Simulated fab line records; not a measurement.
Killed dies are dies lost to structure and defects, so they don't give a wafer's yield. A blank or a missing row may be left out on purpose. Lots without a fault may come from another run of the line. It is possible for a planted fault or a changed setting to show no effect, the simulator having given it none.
fab line records	flow nandHarc
[record] lots = 13	wafers = 39	lastDay = 24
route steps=1159 shown P_BONDPAD@377 A_M1@1048 A_BONDPAD@1075 THIN_TSV@1155 END@1159
lots that met no fault: taken from a fault-free run of the same line
startH: the number of hours between the record's first day and the start of the first shown wafer of the lot	waitH: how many hours have passed since the lot's step before this one	" repeats the value in the row above	L1.1+2: one row covering several wafers at once	- no value, or no start given	* or withheld: withheld	< > ~ a bound
route shown NAME@n: a module of which the file shows steps, and the number in the route of the first	usual: average and standard deviation across the fault-free wafers	same: alike in all rows	chamber/n: place in a boat	sites: each site's reading	_std_site: the standard deviation of these	_edge_site: outer sites' mean less inner sites'	radiusMm: how far each site lies from the wafer's centre	mask NAME#n: copy n	behind: the last tool/chamber to shape the wafer	hold: the reason the lot was held/the length of the hold in hours/how it ended	device: which transistor (n, p or np) failed to switch	end of line: the route-end tests of the same wafers	a step without rows: its recipe alone	killed: count of dies lost to structure and defects at first sort (not the wafer's yield)	map: dies across one wafer; x = killed, . = not, _ = none there
set.NAME: the setting as run; set.NAME@STEP: as run at that earlier step	model.NAME: the simulator's own value behind a step, which no gauge read
one table for each step of the route and one row for each wafer, over a sample of lots
services: a tool's chamber out of use, with start hour (startH, from the record's first day; less than 0 if before it), hours out, and reason
[[steps]]
[step NHARC_P_BONDPAD_PVD_27]
[recipe] targetThkA = 300	chamberPressurePa = 5	powerW = 5000	substrateTempC = 30	timeS = 20.49	material = Cu
[usual] throttleValvePct = 30.0/1.1
lot.wafer	tool	chamber	startH	waitH	throttleValvePct
L180.3	pvdSputter-01	-	133.18	-	30.8
L180.4	"	-	"	"	30.4
L180.6	"	-	"	"	30.6
L181.4	pvdSputter-01	-	142.40	-	30.6
L181.1	"	-	"	"	29.8
L181.6	"	-	"	"	29.8
L182.2	pvdSputter-03	-	143.11	-	30.0
L182.3	"	-	"	"	29.1
L182.6	"	-	"	"	29.4
L183.4	pvdSputter-03	-	152.53	-	29.4
L183.1	"	-	"	"	31.7
L183.6	"	-	"	"	30.5
L187.2	pvdSputter-03	-	169.20	-	29.2
L187.1	"	-	"	"	30.2
L187.5	"	-	"	"	30.0
L189.4	pvdSputter-02	-	180.66	-	28.3
L189.1	"	-	"	"	29.4
L189.5	"	-	"	"	28.1
L190.4	pvdSputter-03	-	185.78	-	29.7
L190.3	"	-	"	"	29.7
L190.6	"	-	"	"	29.8
L193.1	pvdSputter-03	-	206.18	-	31.7
L193.3	"	-	"	"	29.2
L193.5	"	-	"	"	30.2
L192.2	pvdSputter-03	-	207.52	-	29.3
L192.1	"	-	"	"	31.8
L192.4	"	-	"	"	29.8
L191.1	pvdSputter-03	-	227.65	-	29.3
L191.2	"	-	"	"	31.9
L191.5	"	-	"	"	29.3
L194.3	pvdSputter-03	-	228.89	-	29.9
L194.4	"	-	"	"	29.5
L194.6	"	-	"	"	32.0
L202.1	pvdSputter-02	-	260.66	-	27.9
L202.4	"	-	"	"	31.0
L202.3	"	-	"	"	29.3
L203.4	pvdSputter-01	-	269.34	-	29.3
L203.5	"	-	"	"	31.2
L203.6	"	-	"	"	30.5
[step NHARC_A_M1_PVD_20]
[recipe] targetThkA = 50	biasV = 168.6	powerW = 15000	chamberPressurePa = 0.12	timeS = 8.06	substrateTempC = 50	material = TaN
[usual] throttleValvePct = 29.8/0.98
lot.wafer	tool	chamber	startH	waitH	throttleValvePct
L180.4	pvdSputter-03	-	-	-	28.6
L180.3	"	-	"	"	31.7
L180.6	"	-	"	"	30.8
L181.4	pvdSputter-03	-	-	-	30.7
L181.1	"	-	"	"	28.5
L181.6	"	-	"	"	28.4
L182.3	pvdSputter-01	-	-	-	29.6
L182.2	"	-	"	"	31.0
L182.6	"	-	"	"	30.2
L183.4	pvdSputter-02	-	-	-	28.7
L183.1	"	-	"	"	30.0
L183.6	"	-	"	"	28.5
L187.1	pvdSputter-02	-	-	-	30.1
L187.2	"	-	"	"	28.7
L187.5	"	-	"	"	30.0
L189.1	pvdSputter-02	-	-	-	29.0
L189.4	"	-	"	"	28.5
L189.5	"	-	"	"	28.6
L190.3	pvdSputter-01	-	-	-	30.3
L190.4	"	-	"	"	29.7
L190.6	"	-	"	"	31.1
L193.1	pvdSputter-01	-	-	-	30.6
L193.3	"	-	"	"	30.2
L193.5	"	-	"	"	30.0
L203.4	pvdSputter-03	-	-	-	30.6
L203.5	"	-	"	"	30.4
L203.6	"	-	"	"	31.8
L202.4	pvdSputter-03	-	-	-	28.9
L202.3	"	-	"	"	30.2
L202.1	"	-	"	"	30.6
[step NHARC_A_BONDPAD_DESCUM_11]
[recipe] timeS = 3	o2FlowSccm = 200	arFlowSccm = 0	biasPowerW = 0	chemistry = O2
[usual] drypumpMotorCurrentA = 5.8/0.39	o2FlowSccm = 200.0/0.55	oesProductAu = 0.998/0.0069	rfVppV = 57.7/0.94	showerheadPlenumPTorr = 1.89/0.093	throttleValvePct = 11.310/0.01
lot.wafer	tool	chamber	startH	waitH	drypumpMotorCurrentA	o2FlowSccm	oesProductAu	rfHoursCounterH	rfVppV	showerheadPlenumPTorr	throttleValvePct
L180.4	rieDiel-03	3	411.47	-	6.3	199.5	1.005	0	60.4	2.02	11.312
L180.3	"	0	"	"	5.5	200.9	0.984	0	58.8	1.92	11.304
L180.6	"	2	"	"	6.2	200.9	0.984	-	57.2	1.79	11.305
L181.4	rieDiel-03	3	411.83	-	6.3	200.6	1.005	0	58.7	2.02	11.312
L181.1	"	0	"	"	5.6	200.8	0.991	0	56.5	1.92	11.285
L181.6	"	1	"	"	5.6	200.2	0.994	-	57.8	1.88	11.313
L182.3	rieDiel-03	1	421.86	-	5.6	200.3	0.994	1	58.4	1.88	11.301
L182.2	"	2	"	"	6.1	199.4	0.997	1	57.0	1.79	11.313
L182.6	"	1	"	"	5.6	199.9	0.992	-	58.4	1.88	11.293
L183.4	rieDiel-11	0	422.03	-	5.2	200.4	0.997	5	58.5	1.97	11.310
L183.1	"	1	"	"	5.7	200.2	1.008	6	58.2	1.77	11.300
L183.6	"	3	"	"	5.2	199.3	0.992	-	56.4	1.77	11.319
L187.1	rieDiel-11	0	455.50	-	5.2	200.1	1.006	14	57.0	1.97	11.315
L187.2	"	1	"	"	5.7	200.0	0.997	14	59.0	1.77	11.327
L187.5	"	0	"	"	5.2	200.2	0.996	-	59.3	1.97	11.309
L189.1	rieDiel-03	0	462.86	-	5.5	198.8	1.008	3	59.6	1.92	11.306
L189.4	"	1	"	"	5.6	200.0	1.005	2	56.8	1.88	11.326
L189.5	"	2	"	"	6.1	200.6	0.996	-	56.5	1.79	11.307
L190.4	rieDiel-03	3	465.29	-	6.3	200.1	0.999	3	57.9	2.02	11.314
L190.3	"	1	"	"	5.6	200.0	0.997	2	58.3	1.88	11.315
L190.6	"	3	"	"	6.3	199.3	0.997	-	57.7	2.02	11.296
L193.1	rieDiel-03	0	471.70	-	5.5	199.8	1.004	3	58.0	1.92	11.301
L193.3	"	2	"	"	6.2	199.7	0.990	3	57.2	1.79	11.309
L193.5	"	3	"	"	6.3	199.8	1.003	-	57.1	2.02	11.318
L203.4	rieDiel-03	1	546.77	-	5.7	199.8	0.996	5	56.6	1.88	11.291
L203.6	"	2	"	"	6.2	200.6	1.005	-	56.5	1.79	11.291
L203.5	"	3	"	"	6.3	200.0	1.002	-	57.5	2.02	11.310
L202.3	rieDiel-03	1	550.53	-	5.6	199.8	0.997	5	56.9	1.88	11.285
L202.1	"	2	"	"	6.2	200.7	0.999	6	56.1	1.79	11.316
L202.4	"	0	"	"	5.5	199.7	0.996	6	58.6	1.92	11.304
[step NHARC_THIN_TSV_CD_MEAS_37]
[usual] cdNm = 5001.2/3
lot.wafer	tool	chamber	startH	waitH	cdNm
L180.3	cdSem-02	-	441.55	-	5003.0
L180.4	"	-	"	"	5006.2
L180.6	"	-	"	"	5002.0
L181.1	cdSem-03	-	442.92	-	5000.1
L181.4	"	-	"	"	5003.8
L181.6	"	-	"	"	4999.0
L183.1	cdSem-01	-	446.87	-	5001.7
L183.4	"	-	"	"	4997.3
L183.6	"	-	"	"	5001.1
L182.2	cdSem-03	-	447.98	-	4996.1
L182.3	"	-	"	"	4999.2
L182.6	"	-	"	"	4999.7
L187.1	cdSem-01	-	479.30	-	5002.0
L187.2	"	-	"	"	5004.7
L187.5	"	-	"	"	5004.4
L189.1	cdSem-02	-	489.39	-	5005.1
L189.4	"	-	"	"	5002.0
L189.5	"	-	"	"	5004.3
L190.3	cdSem-03	-	491.74	-	5000.2
L190.4	"	-	"	"	5002.7
L190.6	"	-	"	"	5003.0
L193.1	cdSem-01	-	495.44	-	5002.7
L193.3	"	-	"	"	5005.2
L193.5	"	-	"	"	5004.3
L203.4	cdSem-01	-	570.52	-	4997.2
L203.5	"	-	"	"	4999.8
L203.6	"	-	"	"	5004.6
L202.1	cdSem-02	-	573.15	-	4999.1
L202.3	"	-	"	"	5004.5
L202.4	"	-	"	"	5003.2
[step NHARC_END_SORT_01]
[recipe] tempC = 25
[usual] defectLimitedYield = 95.7/1.5	killedAtArray = 25/9.5	killedAtOther = 0.8/1.2	killedAtPeriphery = 3.4/2.2	killedDies = 29/10	killedOpen = 3.3/1.8	killedShort = 2.1/1.4	sort_bin_2_pct = 1.4/0.63	sort_bin_3_pct = 0.22/0.2	sort_bin_4_pct = 2.7/0.96	sortNPass = 648/10	sortRimYieldPct = 95.6/2.8	sortYieldPct = 95.7/1.5
[same] grossDies = 677	sort_bin_5_pct[%] = 0	sort_bin_6_pct[%] = 0	sort_bin_7_pct[%] = 0	sort_bin_8_pct[%] = 0	sortRimNGross = 106.00
lot.wafer	tool	chamber	startH	waitH	hold	defectLimitedYield[%]	killedAtArray	killedAtOther	killedAtPeriphery	killedDies	killedOpen	killedShort	sort_bin_2_pct[%]	sort_bin_3_pct[%]	sort_bin_4_pct[%]	sortNPass	sortRimYieldPct[%]	sortYieldPct[%]
L182.2	prober-02	0	465.93	2.8	-	95.6	25	0	5	30	3	1	1.0	0.15	3.2	647	93.4	95.6
L182.3	prober-02	0	466.73	3.1	-	95.1	30	0	3	33	2	2	1.6	0.44	2.8	644	89.6	95.1
L182.6	prober-02	0	469.14	4.0	-	95.3	28	0	4	32	6	1	1.8	0.15	2.8	645	97.2	95.3
L187.1	prober-02	0	485.88	2.5	-	93.8	35	1	6	42	5	4	2.4	0	3.8	635	98.1	93.8
L187.2	prober-02	0	486.67	2.8	-	94.1	35	0	5	40	7	0	2.1	0	3.8	637	93.4	94.1
L187.5	prober-02	0	489.06	3.7	-	95.6	28	1	1	30	1	0	1.2	0.59	2.7	647	95.3	95.6
L190.3	prober-02	0	504.82	3.1	-	95.6	28	1	1	30	2	0	1.3	0.30	2.8	647	96.2	95.6
L190.4	prober-02	0	505.61	3.4	-	93.9	38	0	3	41	3	2	1.6	0.59	3.8	636	98.1	93.9
L190.6	prober-02	0	507.20	4.0	-	93.5	42	0	2	44	4	3	2.2	0.44	3.8	633	98.1	93.5
L192.1	prober-01	0	510.82	2.5	awaitDispo/4.6h/scrap	0	20	0	657	677	0	4	97.8	0	2.2	0	0	0
L192.2	prober-01	0	511.62	2.8	awaitDispo/4.6h/scrap	0.1	29	0	647	676	1	5	96.0	0.15	3.7	1	0.9	0.1
L192.4	prober-01	0	513.22	3.4	awaitDispo/4.6h/scrap	0	31	0	646	677	6	0	96.2	0	3.8	0	0	0
L193.1	prober-02	0	510.97	2.5	-	95.0	29	0	5	34	6	3	2.5	0.30	2.2	643	100.0	95.0
L193.3	prober-02	0	512.59	3.1	-	95.3	26	0	6	32	4	1	1.9	0.15	2.7	645	98.1	95.3
L193.5	prober-02	0	514.21	3.7	-	97.2	15	0	4	19	3	3	0.9	0	1.9	658	95.3	97.2
L191.1	prober-02	0	535.34	2.5	awaitDispo/2.4h/scrap	0	19	2	656	677	7	3	97.3	0.15	2.5	0	0	0
L191.2	prober-02	0	536.14	2.8	awaitDispo/2.4h/scrap	0	23	5	649	677	1	3	97.2	0.30	2.5	0	0	0
L191.5	prober-02	0	538.57	3.7	awaitDispo/2.4h/scrap	0	19	1	657	677	2	2	96.8	0.44	2.8	0	0	0
L194.3	prober-01	0	547.23	3.1	awaitDispo/2.1h/scrap	0	34	1	642	677	2	4	96.3	0.30	3.4	0	0	0
L194.4	prober-01	0	548.04	3.4	awaitDispo/2.1h/scrap	0	30	4	643	677	1	1	96.3	0.30	3.4	0	0	0
L194.6	prober-01	0	549.65	4.0	awaitDispo/2.1h/scrap	0	25	4	648	677	2	3	96.9	0.30	2.8	0	0	0
L203.4	prober-02	0	578.09	3.4	-	96.3	20	0	5	25	8	4	1.5	0.30	1.9	652	97.2	96.3
L203.5	prober-02	0	578.90	3.7	-	97.2	15	1	3	19	3	2	0.9	0.15	1.8	658	95.3	97.2
L203.6	prober-02	0	579.70	4.0	-	96.3	20	1	4	25	4	0	1.0	0	2.7	652	98.1	96.3
// killed by level:class
L182.2 A_CHANNEL_HOLE_D1:chamberFilmFlake=12 A_SLIT:chamberFilmFlake=8 A_STAIRCASE:chamberFilmFlake=2 P_GATE:geometricParticle:short=1 P_M1:geometricParticle:open=1 P_BONDPAD:geometricParticle:open=1 A_CHANNEL_HOLE_D1:geometricParticle:open=1 P_GATE:chamberFilmFlake=1
L182.3 A_CHANNEL_HOLE_D1:chamberFilmFlake=16 A_SLIT:chamberFilmFlake=8 A_CONTACT:chamberFilmFlake=2 P_M0:geometricParticle:short=1 P_M0:geometricParticle:open=1 A_SGD_CUT:geometricParticle:short=1 A_M0:geometricParticle:open=1 P_STI:chamberFilmFlake=1
L182.6 A_CHANNEL_HOLE_D1:chamberFilmFlake=14 A_SLIT:chamberFilmFlake=6 A_WL_FILL:geometricParticle:open=2 A_CONTACT:chamberFilmFlake=2 P_GATE:geometricParticle:open=1 P_CONTACT:geometricParticle:short=1 P_M0:geometricParticle:open=1 A_CONTACT:geometricParticle:open=1
L187.1 A_CHANNEL_HOLE_D1:chamberFilmFlake=18 A_SLIT:chamberFilmFlake=12 P_GATE:geometricParticle:open=2 A_WL_FILL:geometricParticle:short=2 P_CONTACT:geometricParticle:open=1 P_M0:geometricParticle:short=1 P_M2:geometricParticle:open=1 A_ONON_D1:geometricParticle:open=1
L187.2 A_CHANNEL_HOLE_D1:chamberFilmFlake=12 A_CONTACT:chamberFilmFlake=8 A_SLIT:chamberFilmFlake=5 A_SGD_CUT:chamberFilmFlake=3 A_CHANNEL_FILL_D1:geometricParticle:open=2 A_M0:geometricParticle:open=2 A_STAIRCASE:chamberFilmFlake=2 P_M1:geometricParticle:open=1
L187.5 A_CHANNEL_HOLE_D1:chamberFilmFlake=17 A_SLIT:chamberFilmFlake=4 A_CONTACT:chamberFilmFlake=3 A_WL_FILL:geometricParticle:open=1 P_BONDPAD:chamberFilmFlake=1 A_ZERO_WELL:chamberFilmFlake=1 A_CHANNEL_FILL_D1:chamberFilmFlake=1 A_SGD_CUT:chamberFilmFlake=1
L190.3 A_CHANNEL_HOLE_D1:chamberFilmFlake=17 A_SLIT:chamberFilmFlake=7 A_STAIRCASE:chamberFilmFlake=2 A_ONON_D1:geometricParticle:open=1 STARTING-WAFER:geometricParticle:open=1 P_ZERO_WELL:chamberFilmFlake=1 A_CONTACT:chamberFilmFlake=1
L190.4 A_SLIT:chamberFilmFlake=20 A_CHANNEL_HOLE_D1:chamberFilmFlake=11 A_ONON_D1:geometricParticle:short=2 A_CONTACT:chamberFilmFlake=2 P_CONTACT:geometricParticle:open=1 A_CONTACT:geometricParticle:open=1 A_M0:geometricParticle:open=1 P_GATE:chamberFilmFlake=1
L190.6 A_CHANNEL_HOLE_D1:chamberFilmFlake=20 A_SLIT:chamberFilmFlake=13 A_CONTACT:geometricParticle:short=2 A_WL_FILL:chamberFilmFlake=2 P_CONTACT:geometricParticle:open=1 A_CHANNEL_FILL_D1:geometricParticle:open=1 A_WL_FILL:geometricParticle:short=1 A_BLC:geometricParticle:open=1
L192.1 P_BONDPAD:areaPvd=655 A_CHANNEL_HOLE_D1:chamberFilmFlake=14 A_WL_FILL:chamberFilmFlake=2 A_ONON_D1:geometricParticle:short=1 A_SGD_CUT:geometricParticle:short=1 A_BLC:geometricParticle:short=1 A_M1:geometricParticle:short=1 P_STI:chamberFilmFlake=1
L193.1 A_SLIT:chamberFilmFlake=15 A_CHANNEL_HOLE_D1:chamberFilmFlake=3 P_CONTACT:geometricParticle:open=2 A_CHANNEL_FILL_D1:geometricParticle:open=2 P_STI:chamberFilmFlake=2 A_STAIRCASE:chamberFilmFlake=2 A_ONON_D1:geometricParticle:short=1 A_CHANNEL_FILL_D1:geometricParticle:short=1
L192.2 P_BONDPAD:areaPvd=642 A_CHANNEL_HOLE_D1:chamberFilmFlake=18 A_STAIRCASE:chamberFilmFlake=5 P_GATE:chamberFilmFlake=2 A_WL_FILL:chamberFilmFlake=2 P_STI:geometricParticle:short=1 P_GATE:geometricParticle:short=1 P_M2:geometricParticle:short=1
L193.3 A_SLIT:chamberFilmFlake=12 A_CONTACT:chamberFilmFlake=4 P_STI:chamberFilmFlake=3 A_CHANNEL_HOLE_D1:chamberFilmFlake=3 A_STAIRCASE:chamberFilmFlake=3 A_CONTACT:geometricParticle:open=2 P_CONTACT:geometricParticle:open=1 P_M0:geometricParticle:open=1
L192.4 P_BONDPAD:areaPvd=640 A_CHANNEL_HOLE_D1:chamberFilmFlake=20 A_STAIRCASE:chamberFilmFlake=5 A_BLC:geometricParticle:open=2 A_M0:geometricParticle:open=2 P_GATE:chamberFilmFlake=2 A_CONTACT:chamberFilmFlake=2 P_CONTACT:geometricParticle:open=1
L193.5 A_SLIT:chamberFilmFlake=6 P_STI:chamberFilmFlake=3 A_CHANNEL_FILL_D1:geometricParticle:short=2 A_CHANNEL_HOLE_D1:chamberFilmFlake=2 P_GATE:geometricParticle:open=1 A_CHANNEL_FILL_D1:geometricParticle:open=1 A_WL_FILL:geometricParticle:short=1 A_WL_FILL:geometricParticle:open=1
L191.1 P_BONDPAD:areaPvd=650 A_SLIT:chamberFilmFlake=5 A_CHANNEL_HOLE_D1:chamberFilmFlake=3 P_CONTACT:geometricParticle:open=2 A_CONTACT:geometricParticle:open=2 A_STAIRCASE:chamberFilmFlake=2 THIN_TSV:chamberFilmFlake=2 P_M0:geometricParticle:open=1
L191.2 P_BONDPAD:areaPvd=647 A_SLIT:chamberFilmFlake=13 A_CHANNEL_HOLE_D1:chamberFilmFlake=4 THIN_TSV:chamberFilmFlake=3 A_WL_FILL:geometricParticle:short=1 A_WL_FILL:geometricParticle:open=1 A_M0:geometricParticle:short=1 STARTING-WAFER:geometricParticle:short=1
L191.5 P_BONDPAD:areaPvd=645 A_SLIT:chamberFilmFlake=9 P_M1:chamberFilmFlake=4 P_GATE:chamberFilmFlake=3 A_CHANNEL_HOLE_D1:chamberFilmFlake=3 A_STAIRCASE:chamberFilmFlake=3 P_GATE:geometricParticle:short=2 P_M2:chamberFilmFlake=2
L194.3 P_BONDPAD:areaPvd=641 A_CHANNEL_HOLE_D1:chamberFilmFlake=25 A_CONTACT:chamberFilmFlake=2 P_STI:geometricParticle:short=1 A_ONON_D1:geometricParticle:open=1 A_CHANNEL_FILL_D1:geometricParticle:short=1 A_CHANNEL_FILL_D1:geometricParticle:open=1 A_WL_FILL:geometricParticle:short=1
L194.4 P_BONDPAD:areaPvd=643 A_CHANNEL_HOLE_D1:chamberFilmFlake=20 A_CONTACT:chamberFilmFlake=4 THIN_TSV:chamberFilmFlake=3 A_ZERO_WELL:chamberFilmFlake=2 A_STAIRCASE:chamberFilmFlake=2 A_CHANNEL_FILL_D1:geometricParticle:short=1 A_CONTACT:geometricParticle:open=1
L194.6 P_BONDPAD:areaPvd=645 A_CHANNEL_HOLE_D1:chamberFilmFlake=18 THIN_TSV:chamberFilmFlake=4 A_SGD_CUT:geometricParticle:short=2 A_CONTACT:chamberFilmFlake=2 P_CONTACT:geometricParticle:open=1 P_M0:geometricParticle:short=1 A_CONTACT:geometricParticle:open=1
L203.4 A_CHANNEL_HOLE_D1:chamberFilmFlake=10 A_CONTACT:geometricParticle:open=3 A_M0:geometricParticle:open=2 P_CONTACT:geometricParticle:open=1 P_M0:geometricParticle:open=1 P_M1:geometricParticle:short=1 A_CHANNEL_FILL_D1:geometricParticle:short=1 A_BLC:geometricParticle:short=1
L203.5 A_CHANNEL_HOLE_D1:chamberFilmFlake=6 P_ZERO_WELL:chamberFilmFlake=2 A_STAIRCASE:chamberFilmFlake=2 P_M1:geometricParticle:short=1 A_CHANNEL_HOLE_D1:geometricParticle:open=1 A_M0:geometricParticle:open=1 A_M0:geometricParticle:short=1 A_M1:geometricParticle:open=1
L203.6 A_CHANNEL_HOLE_D1:chamberFilmFlake=10 P_ZERO_WELL:chamberFilmFlake=3 A_ZERO_WELL:chamberFilmFlake=2 A_STAIRCASE:chamberFilmFlake=2 A_CONTACT:chamberFilmFlake=2 P_M1:geometricParticle:open=1 A_CHANNEL_FILL_D1:geometricParticle:open=1 A_CONTACT:geometricParticle:open=1
[[services]]
tool	chamber	startH	hours	kind
rieDiel-03	3	111.01	12.5	repair
rieDiel-11	-	122.58	0.6	repair
rieDiel-03	3	146.83	2.6	repair
pvdSputter-01	-	158.02	10.0	pm
rieDiel-11	1	160.96	54.7	repair
rieDiel-11	3	180.19	3.9	repair
rieDiel-11	-	189.50	9.0	pm
rieDiel-11	3	200.19	10.1	repair
pvdSputter-02	-	210.87	8.0	repair
rieDiel-03	-	215.33	9.0	pm
pvdSputter-02	-	218.88	10.0	pm
pvdSputter-03	-	249.30	1.1	repair
pvdSputter-02	-	252.39	4.0	repair
pvdSputter-02	-	266.45	7.2	repair
pvdSputter-03	-	280.00	10.0	pm
pvdSputter-01	-	336.02	10.0	pm
pvdSputter-02	-	350.31	2.9	repair
pvdSputter-03	-	355.21	3.3	repair
rieDiel-03	-	392.33	9.0	pm
pvdSputter-02	-	396.88	10.0	pm
pvdSputter-03	-	415.59	1.0	repair
pvdSputter-03	-	458.01	10.0	pm
pvdSputter-01	-	514.02	10.0	pm
rieDiel-03	1	526.19	13.8	repair
[[key]]
[firstSign] step = NHARC_END_SORT_01	reading = killedAtPeriphery	direction = up	sigmas = 99+	usual = 3.4	struck = 649.4
[effect] step = NHARC_END_SORT_01	reading = sort_bin_2_pct	direction = up	sigmas = 99+	usual = 1.4	struck = 96.8
[moreKillsBornAt] NHARC_P_BONDPAD_PVD_27@pvdSputter-03 = 5808
metAt NHARC_P_BONDPAD_PVD_27
struckLots L191,L192,L194
laterRowsLeftOut L191.1,L191.2,L191.5,L192.1,L192.2,L192.4,L194.3,L194.4,L194.6
notActingAt NHARC_A_M1_PVD_20,NHARC_A_BONDPAD_DESCUM_11,NHARC_THIN_TSV_CD_MEAS_37
onsetBetween 206.18 207.52
[fault] kind = processParameterDrift	tool = pvdSputter-03	chamber = -	onsetH = 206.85	steps = NHARC_P_BONDPAD_PVD_27	channel = targetThkA	offset = *	shape = step	endH = 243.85	actsIn = *	stated = *
// laterRowsLeftOut: the simulator's readings of these wafers behind a module that went badly wrong aren't trusted and aren't shown, but for the sort
